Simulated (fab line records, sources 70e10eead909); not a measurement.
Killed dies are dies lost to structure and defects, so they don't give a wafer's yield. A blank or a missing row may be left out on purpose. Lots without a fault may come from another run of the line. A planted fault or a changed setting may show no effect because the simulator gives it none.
One fault seen from 2 desks | flow nand_harc | each desk has only its own numbers; what lay behind them comes last

THE METROLOGY DESK
What the gauges read, lot by lot, whatever tool the lot ran on: means of the sampled wafers that have a number. A lot is out of limits, marked OUT, if its mean lies more than 4 standard deviations from the usual mean; the brackets give that distance.
Columns: A = cd_nm at NHARC_A_SLIT_CD_MEAS_21, usual 289.2 nm
lot  | first seen here | A
L323 | day 20 09:22    | 287.3
L325 | day 20 23:20    | 289.1
L327 | day 21 11:41    | 288.1
L329 | day 22 11:00    | 290.1
L328 | day 22 14:45    | 290.1
L330 | day 22 22:47    | 290.5
L332 | day 23 13:31    | 290.1
L334 | day 24 06:46    | 289.7
L336 | day 24 20:43    | 287.5
L340 | day 26 18:39    | 289.1
L344 | day 28 19:35    | 284.3
This desk's finding: nothing out of limits on any of the 11 lots.

THE TOOL OWNER'S DESK: har_etch-02
The tool's own readings at NHARC_A_SLIT_ETCH_17 (etches the open film in C4F8/O2/Ar, time 4254.5 s, target depth 20300 nm): means of the sampled wafers that have a number, for each lot that ran on this tool. A lot is out of limits, marked OUT, if its mean lies more than 4 standard deviations from the usual mean; the brackets give that distance.
Columns: A = drypump_motor_current_A at NHARC_A_SLIT_ETCH_17, usual 5.5 A; B = he_backside_leak_sccm at NHARC_A_SLIT_ETCH_17, usual 6.3 sccm; C = showerhead_plenum_p_Torr at NHARC_A_SLIT_ETCH_17, usual 3.68 Torr; D = throttle_valve_pct at NHARC_A_SLIT_ETCH_17, usual 32.047 %
lot  | first seen here | A   | B   | C    | D
L325 | day 20 18:18    | 5.3 | 5.5 | 3.83 | 32.040
L327 | day 21 07:13    | 5.1 | 5.6 | 3.68 | 32.047
L329 | day 22 05:54    | 5.2 | 5.4 | 3.75 | 32.048
L328 | day 22 09:43    | 5.2 | 5.5 | 3.75 | 32.048
L330 | day 22 18:17    | 5.2 | 5.4 | 3.74 | 32.045
L332 | day 23 09:41    | 5.3 | 5.4 | 3.81 | 32.051
L334 | day 24 02:17    | 5.3 | 5.5 | 3.81 | 32.051
L340 | day 26 13:40    | 5.2 | 6.0 | 3.72 | 32.051
L344 | day 28 14:26    | 5.3 | 5.8 | 3.77 | 32.050
This desk's finding: nothing out of limits on any of the 9 lots.

PUT TOGETHER
The metrology desk saw nothing out of limits.
The tool owner's desk saw nothing out of limits.

WHAT THE SIMULATOR HAD PUT IN
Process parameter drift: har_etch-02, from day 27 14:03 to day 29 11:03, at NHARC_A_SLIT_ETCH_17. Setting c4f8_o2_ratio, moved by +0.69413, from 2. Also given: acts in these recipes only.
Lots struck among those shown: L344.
